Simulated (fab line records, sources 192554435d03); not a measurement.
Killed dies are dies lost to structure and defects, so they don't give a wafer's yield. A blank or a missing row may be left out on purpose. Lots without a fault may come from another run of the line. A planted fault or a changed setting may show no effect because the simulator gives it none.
Which tool did it? | flow n5_finfet | 24 lots, 72 wafers sampled, at 6 steps of a route of 1938

WHAT THE GAUGES READ, wafer by wafer
N5_BEOL_M7_CD_MEAS_11: target cd 38.5 nm. Usual: cd_nm 38.5 nm, standard deviation 0.43.
lot  | measured     | on        | cd_nm (nm)     | flag
L074 | day 8 22:41  | cd_sem-03 | 38.2 37.8 38.2 |
L075 | day 9 20:50  | cd_sem-01 | 38.2 39.0 38.3 |
L076 | day 10 02:37 | cd_sem-01 | 38.7 38.7 39.0 |
L077 | day 10 09:44 | cd_sem-01 | 38.4 38.2 38.1 |
L078 | day 10 13:58 | cd_sem-02 | 37.3 38.5 38.5 |
L079 | day 10 23:16 | cd_sem-03 | 39.0 38.3 38.6 |
L080 | day 11 07:49 | cd_sem-01 | 38.4 39.0 38.9 |
L081 | day 11 11:13 | cd_sem-02 | 38.4 39.2 38.2 |
L083 | day 11 13:49 | cd_sem-03 | 38.8 38.5 38.6 |
L082 | day 11 20:31 | cd_sem-03 | 39.2 38.6 38.2 |
L084 | day 11 21:05 | cd_sem-03 | 38.7 38.7 39.2 |
L085 | day 12 07:14 | cd_sem-01 | 38.1 38.6 38.0 |
L086 | day 12 07:34 | cd_sem-02 | 38.8 38.3 38.9 |
L088 | day 13 05:00 | cd_sem-01 | 38.8 38.8 38.5 |
L087 | day 13 12:49 | cd_sem-03 | 38.4 37.6 38.5 |
L089 | day 13 12:59 | cd_sem-02 | 38.3 37.8 38.5 |
L091 | day 13 20:37 | cd_sem-01 | 37.8 38.2 38.2 |
L090 | day 13 21:26 | cd_sem-02 | 37.9 38.1 38.1 |
L092 | day 14 18:34 | cd_sem-01 | 39.2 39.5 39.0 |
L095 | day 14 22:22 | cd_sem-03 | 38.7 38.2 38.8 |
L093 | day 14 23:35 | cd_sem-03 | 38.5 38.8 39.1 |
L094 | day 14 23:50 | cd_sem-02 | 38.3 38.2 38.6 |
L096 | day 15 02:26 | cd_sem-01 | 38.6 38.9 39.3 |
L097 | day 16 03:01 | cd_sem-03 | 38.9 38.2 38.5 |

N5_BEOL_M7_CD_MEAS_28: target cd 40 nm. Usual: cd_nm 39.99 nm, standard deviation 0.22.
lot  | measured     | on        | cd_nm (nm)        | flag
L074 | day 9 00:49  | cd_sem-03 | 39.94 39.79 40.11 |
L075 | day 10 00:00 | cd_sem-01 | 40.09 40.01 39.85 |
L076 | day 10 04:08 | cd_sem-01 | 40.20 40.10 39.91 |
L077 | day 10 12:20 | cd_sem-02 | 40.06 39.94 39.96 |
L078 | day 10 18:29 | cd_sem-01 | 39.72 40.00 39.67 |
L079 | day 11 01:33 | cd_sem-02 | 39.81 40.36 40.19 |
L080 | day 11 12:41 | cd_sem-03 | 39.92 39.77 40.06 |
L081 | day 11 12:55 | cd_sem-02 | 40.21 40.18 40.24 |
L083 | day 11 16:09 | cd_sem-01 | 40.14 39.98 39.64 |
L082 | day 11 22:02 | cd_sem-03 | 39.98 39.57 40.33 |
L084 | day 11 22:05 | cd_sem-01 | 39.62 39.54 39.86 |
L085 | day 12 08:41 | cd_sem-01 | 39.98 39.91 40.14 |
L086 | day 12 08:51 | cd_sem-03 | 39.96 39.44 39.97 |
L088 | day 13 06:52 | cd_sem-01 | 40.23 40.30 39.90 |
L087 | day 13 14:58 | cd_sem-03 | 40.02 40.00 39.95 |
L089 | day 13 15:08 | cd_sem-03 | 40.13 40.29 39.98 |
L091 | day 13 21:51 | cd_sem-01 | 40.01 39.92 40.19 |
L090 | day 13 23:37 | cd_sem-02 | 39.94 40.01 40.23 |
L092 | day 14 19:34 | cd_sem-03 | 39.60 40.07 39.67 |
L095 | day 15 01:16 | cd_sem-02 | 39.87 40.10 40.34 |
L093 | day 15 01:45 | cd_sem-02 | 40.33 40.54 40.35 |
L094 | day 15 01:19 | cd_sem-03 | 39.79 39.57 39.64 |
L096 | day 15 03:35 | cd_sem-03 | 40.08 40.37 40.31 |
L097 | day 16 06:35 | cd_sem-03 | 39.80 39.91 40.00 |

WHICH TOOL RAN EACH LOT (tool, then ch and the chambers of the sampled wafers, then the start)
lot  | N5_BEOL_M6_SURFACE_TREAT_79  | N5_BEOL_M6_DEP_56               | N5_BEOL_M7_CURE_74            | N5_BEOL_M7_STRIP_67
L074 | pvd_sputter-01, day 8 20:02  | pecvd-02 ch 0,1,2, day 8 21:22  | uv_cure-02 ch 0, day 8 21:43  | rie_diel-02 ch 0,2,3, day 8 23:01
L075 | pvd_sputter-02, day 9 14:02  | pecvd-01 ch 0,1, day 9 15:47    | uv_cure-03 ch 2, day 9 16:01  | rie_diel-04 ch 1,3, day 9 21:10
L076 | pvd_sputter-01, day 9 22:11  | pecvd-04 ch 0,1,2, day 10 00:56 | uv_cure-02 ch 0, day 10 01:12 | rie_diel-02 ch 0,2,3, day 10 03:11
L077 | pvd_sputter-01, day 10 05:12 | pecvd-01 ch 0,1, day 10 07:12   | uv_cure-03 ch 2, day 10 07:24 | rie_diel-04 ch 1,2,3, day 10 10:18
L078 | pvd_sputter-03, day 10 10:09 | pecvd-04 ch 0,2, day 10 11:58   | uv_cure-01 ch 2, day 10 12:11 | rie_diel-04 ch 1,2, day 10 14:17
L079 | pvd_sputter-02, day 10 18:17 | pecvd-02 ch 0,1,2, day 10 20:02 | uv_cure-03 ch 0, day 10 20:19 | rie_diel-04 ch 0,1,3, day 11 00:16
L080 | pvd_sputter-02, day 11 03:37 | pecvd-04 ch 1,2, day 11 05:47   | uv_cure-03 ch 0, day 11 05:59 | rie_diel-01 ch 1,2,3, day 11 08:22
L081 | pvd_sputter-01, day 11 07:55 | pecvd-02 ch 0,1,2, day 11 09:26 | uv_cure-02 ch 2, day 11 09:37 | rie_diel-04 ch 0,2,3, day 11 11:55
L083 | pvd_sputter-02, day 11 11:06 | pecvd-01 ch 1,2, day 11 12:11   | uv_cure-01 ch 1, day 11 12:23 | rie_diel-04 ch 0,2,3, day 11 14:08
L082 | pvd_sputter-01, day 11 14:31 | pecvd-02 ch 1,2, day 11 16:34   | uv_cure-02 ch 2, day 11 16:46 | rie_diel-04 ch 0,1,3, day 11 20:53
L084 | pvd_sputter-02, day 11 14:41 | pecvd-02 ch 0,1,2, day 11 17:08 | uv_cure-03 ch 1, day 11 17:20 | rie_diel-04 ch 1,3, day 11 21:25
L085 | pvd_sputter-01, day 12 02:08 | pecvd-02 ch 0,1,2, day 12 04:16 | uv_cure-02 ch 0, day 12 04:47 | rie_diel-04 ch 2,3, day 12 07:33
L086 | pvd_sputter-01, day 12 04:46 | pecvd-01 ch 0,1,2, day 12 05:49 | uv_cure-01 ch 2, day 12 06:14 | rie_diel-04 ch 0,1,2, day 12 07:53
L088 | pvd_sputter-02, day 12 23:33 | pecvd-04 ch 0,1,2, day 13 00:41 | uv_cure-01 ch 2, day 13 00:58 | rie_diel-04 ch 0,2,3, day 13 05:20
L087 | pvd_sputter-01, day 13 08:39 | pecvd-01 ch 1,2, day 13 10:04   | uv_cure-02 ch 1, day 13 10:16 | rie_diel-02 ch 1,2, day 13 13:08
L089 | pvd_sputter-02, day 13 08:45 | pecvd-02 ch 0,2, day 13 10:07   | uv_cure-03 ch 0, day 13 10:18 | rie_diel-04 ch 2,3, day 13 13:28
L091 | pvd_sputter-02, day 13 14:05 | pecvd-04 ch 1,2, day 13 16:11   | uv_cure-03 ch 2, day 13 16:30 | rie_diel-01 ch 0,1,3, day 13 20:57
L090 | pvd_sputter-03, day 13 15:49 | pecvd-01 ch 0,1, day 13 16:54   | uv_cure-01 ch 2, day 13 17:16 | rie_diel-01 ch 1,2, day 13 22:06
L092 | pvd_sputter-03, day 14 14:46 | pecvd-02 ch 1,2, day 14 15:50   | uv_cure-01 ch 1, day 14 16:02 | rie_diel-01 ch 0,3, day 14 18:53
L095 | pvd_sputter-01, day 14 19:15 | pecvd-02 ch 0,1,2, day 14 20:27 | uv_cure-03 ch 1, day 14 20:43 | rie_diel-02 ch 0,1, day 14 22:44
L093 | pvd_sputter-03, day 14 19:44 | pecvd-02 ch 1,2, day 14 20:55   | uv_cure-03 ch 0, day 14 21:17 | rie_diel-04 ch 2,3, day 14 23:54
L094 | pvd_sputter-02, day 14 20:35 | pecvd-01 ch 0,1,2, day 14 22:40 | uv_cure-01 ch 1, day 14 22:52 | rie_diel-02 ch 0,2, day 15 00:16
L096 | pvd_sputter-01, day 14 22:13 | pecvd-04 ch 0,1, day 14 23:49   | uv_cure-03 ch 2, day 15 00:01 | rie_diel-01 ch 2,3, day 15 02:45
L097 | pvd_sputter-01, day 15 22:36 | pecvd-02 ch 0,1,2, day 15 23:54 | uv_cure-01 ch 0, day 16 00:06 | rie_diel-01 ch 0,2, day 16 03:21
- N5_BEOL_M6_SURFACE_TREAT_79
- N5_BEOL_M6_DEP_56: deposits SiCN from 3MS/NH3, target thk 10 nm, time 17.5 s.
- N5_BEOL_M7_CURE_74: cures SiCOH lowk, time 240 s.
- N5_BEOL_M7_STRIP_67: strips in CF4.

WHAT THE TOOLS THEMSELVES READ (means of the sampled wafers that have a number; where no wafer has one, the mark that the record gives instead)
N5_BEOL_M6_DEP_56. Usual: chamber_pressure_Torr 3.001 Torr, standard deviation 0.0063; rf_fwd_power_W 199.4 W, standard deviation 1; showerhead_plenum_p_Torr 3.658 Torr, standard deviation 0.013; throttle_valve_pct 9.0 %, standard deviation 0.31.
lot  | tool     | chamber_pressure_Torr (Torr) | rf_fwd_power_W (W) | showerhead_plenum_p_Torr (Torr) | throttle_valve_pct (%) | flag
L074 | pecvd-02 | 3.005                        | 198.9              | 3.658                           | 9.1                    |
L075 | pecvd-01 | 2.994                        | 199.7              | 3.658                           | 9.3                    |
L076 | pecvd-04 | 3.001                        | 198.7              | 3.655                           | 8.5                    |
L077 | pecvd-01 | 3.002                        | 200.3              | 3.648                           | 9.1                    |
L078 | pecvd-04 | 2.997                        | 199.6              | 3.650                           | 9.0                    |
L079 | pecvd-02 | 3.003                        | 199.1              | 3.664                           | 8.9                    |
L080 | pecvd-04 | 3.004                        | 199.7              | 3.661                           | 8.6                    |
L081 | pecvd-02 | 2.995                        | 199.7              | 3.658                           | 9.0                    |
L083 | pecvd-01 | 3.001                        | 200.4              | 3.658                           | 8.8                    |
L082 | pecvd-02 | 2.993                        | 199.5              | 3.657                           | 9.0                    |
L084 | pecvd-02 | 2.995                        | 199.3              | 3.661                           | 9.1                    |
L085 | pecvd-02 | 3.008                        | 199.3              | 3.664                           | 9.1                    |
L086 | pecvd-01 | 3.001                        | 199.7              | 3.657                           | 9.0                    |
L088 | pecvd-04 | 2.998                        | 199.2              | 3.651                           | 8.8                    |
L087 | pecvd-01 | 2.998                        | 199.8              | 3.650                           | 8.8                    |
L089 | pecvd-02 | 3.002                        | 199.8              | 3.647                           | 9.0                    |
L091 | pecvd-04 | 3.003                        | 198.5              | 3.663                           | 8.5                    |
L090 | pecvd-01 | 2.999                        | 199.8              | 3.653                           | 9.0                    |
L092 | pecvd-02 | 3.005                        | 198.9              | 3.660                           | 9.2                    |
L095 | pecvd-02 | 3.002                        | 199.1              | 3.667                           | 9.1                    |
L093 | pecvd-02 | 2.999                        | 198.7              | 3.668                           | 9.2                    |
L094 | pecvd-01 | 3.001                        | 199.2              | 3.655                           | 9.2                    |
L096 | pecvd-04 | 3.004                        | 199.7              | 3.651                           | 9.0                    |
L097 | pecvd-02 | 3.002                        | 199.4              | 3.654                           | 9.2                    |

N5_BEOL_M7_CURE_74. Usual: lamp_power_pct 52.31 %, standard deviation 0.054; wafer_temp_C_max 386.7, standard deviation 0.68.
lot  | tool       | lamp_power_pct (%) | wafer_temp_C_max | flag
L074 | uv_cure-02 | 52.31              | 386.2            |
L075 | uv_cure-03 | 52.26              | 386.7            |
L076 | uv_cure-02 | 52.30              | 386.2            |
L077 | uv_cure-03 | 52.29              | 386.6            |
L078 | uv_cure-01 | 52.36              | 386.0            |
L079 | uv_cure-03 | 52.36              | 387.3            |
L080 | uv_cure-03 | 52.34              | 387.7            |
L081 | uv_cure-02 | 52.29              | 386.2            |
L083 | uv_cure-01 | 52.33              | 386.5            |
L082 | uv_cure-02 | 52.34              | 385.8            |
L084 | uv_cure-03 | 52.33              | 388.1            |
L085 | uv_cure-02 | 52.29              | 386.4            |
L086 | uv_cure-01 | 52.32              | 386.6            |
L088 | uv_cure-01 | 52.33              | 386.3            |
L087 | uv_cure-02 | 52.35              | 386.9            |
L089 | uv_cure-03 | 52.36              | 387.6            |
L091 | uv_cure-03 | 52.35              | 386.8            |
L090 | uv_cure-01 | 52.27              | 386.6            |
L092 | uv_cure-01 | 52.30              | 386.9            |
L095 | uv_cure-03 | 52.30              | 387.9            |
L093 | uv_cure-03 | 52.31              | 387.6            |
L094 | uv_cure-01 | 52.26              | 386.9            |
L096 | uv_cure-03 | 52.32              | 386.2            |
L097 | uv_cure-01 | 52.33              | 386.5            |

N5_BEOL_M7_STRIP_67. Usual: cf4_flow_sccm 150.0 sccm, standard deviation 0.43; drypump_motor_current_A 5.4 A, standard deviation 0.34; oes_product_au 0.80 a.u., standard deviation 0.077; power_w 300.0 W, standard deviation 0.92; rf_vpp_V 271.7 V, standard deviation 1.5; showerhead_plenum_p_Torr 1.82 Torr, standard deviation 0.065; throttle_valve_pct 13.49 %, standard deviation 0.26.
lot  | tool        | cf4_flow_sccm (sccm) | drypump_motor_current_A (A) | oes_product_au (a.u.) | power_w (W) | rf_vpp_V (V) | showerhead_plenum_p_Torr (Torr) | throttle_valve_pct (%) | flag
L074 | rie_diel-02 | 149.9                | 5.9                         | 0.73                  | 300.5       | 271.5        | 1.80                            | 13.67                  |
L075 | rie_diel-04 | 149.8                | 5.2                         | 0.88                  | 300.5       | 270.9        | 1.80                            | 13.43                  |
L076 | rie_diel-02 | 149.8                | 5.9                         | 0.72                  | 299.9       | 271.3        | 1.79                            | 13.69                  |
L077 | rie_diel-04 | 149.9                | 5.3                         | 0.84                  | 300.6       | 270.6        | 1.84                            | 13.45                  |
L078 | rie_diel-04 | 149.5                | 5.4                         | 0.79                  | 300.4       | 271.1        | 1.82                            | 13.63                  |
L079 | rie_diel-04 | 150.1                | 5.1                         | 0.82                  | 300.6       | 272.5        | 1.84                            | 13.51                  |
L080 | rie_diel-01 | 149.9                | 5.5                         | 0.82                  | 300.0       | 270.2        | 1.76                            | 13.47                  |
L081 | rie_diel-04 | 150.2                | 5.2                         | 0.79                  | 300.8       | 272.4        | 1.88                            | 13.53                  |
L083 | rie_diel-04 | 150.2                | 5.2                         | 0.79                  | 299.4       | 272.8        | 1.88                            | 13.54                  |
L082 | rie_diel-04 | 149.9                | 5.1                         | 0.81                  | 300.8       | 271.9        | 1.84                            | 13.51                  |
L084 | rie_diel-04 | 149.6                | 5.2                         | 0.85                  | 300.6       | 270.9        | 1.80                            | 13.45                  |
L085 | rie_diel-04 | 149.5                | 5.3                         | 0.84                  | 299.7       | 273.5        | 1.89                            | 13.33                  |
L086 | rie_diel-04 | 149.9                | 5.2                         | 0.77                  | 299.2       | 271.5        | 1.82                            | 13.69                  |
L088 | rie_diel-04 | 149.7                | 5.2                         | 0.78                  | 300.5       | 273.0        | 1.87                            | 13.55                  |
L087 | rie_diel-02 | 150.8                | 5.9                         | 0.77                  | 300.3       | 271.1        | 1.77                            | 13.50                  |
L089 | rie_diel-04 | 149.5                | 5.4                         | 0.79                  | 300.3       | 272.3        | 1.87                            | 13.52                  |
L091 | rie_diel-01 | 150.1                | 5.7                         | 0.79                  | 298.9       | 271.2        | 1.78                            | 13.54                  |
L090 | rie_diel-01 | 150.2                | 5.7                         | 0.74                  | 298.9       | 271.0        | 1.76                            | 13.79                  |
L092 | rie_diel-01 | 150.4                | 5.5                         | 0.84                  | 299.9       | 270.5        | 1.77                            | 13.28                  |
L095 | rie_diel-02 | 149.8                | 5.8                         | 0.90                  | 299.6       | 272.3        | 1.85                            | 13.27                  |
L093 | rie_diel-04 | 149.7                | 5.3                         | 0.82                  | 300.0       | 273.1        | 1.88                            | 13.38                  |
L094 | rie_diel-02 | 150.0                | 5.9                         | 0.86                  | 300.1       | 271.0        | 1.79                            | 13.38                  |
L096 | rie_diel-01 | 150.1                | 5.3                         | 0.84                  | 299.2       | 270.7        | 1.75                            | 13.27                  |
L097 | rie_diel-01 | 150.0                | 5.7                         | 0.78                  | 299.5       | 271.0        | 1.79                            | 13.30                  |

THE ANSWER, worked out from the rows above alone
Rule: a lot is off if the mean of its wafers that have a number lies more than 3 standard deviations from the usual mean. A lot without any number at a reading at which 4 lots or more have one is off too. The other lots that the step has rows for count as sound. The gauges are gone through in route order, then the tools' own readings, and for those a lot's mean is taken as printed above. The first step at which some lot is off is used, and at that step the reading that is off furthest; a lot without a number counts as furthest.
No lot is off at any reading shown: from this, nothing can be told.

WHAT THE SIMULATOR HAD PUT IN
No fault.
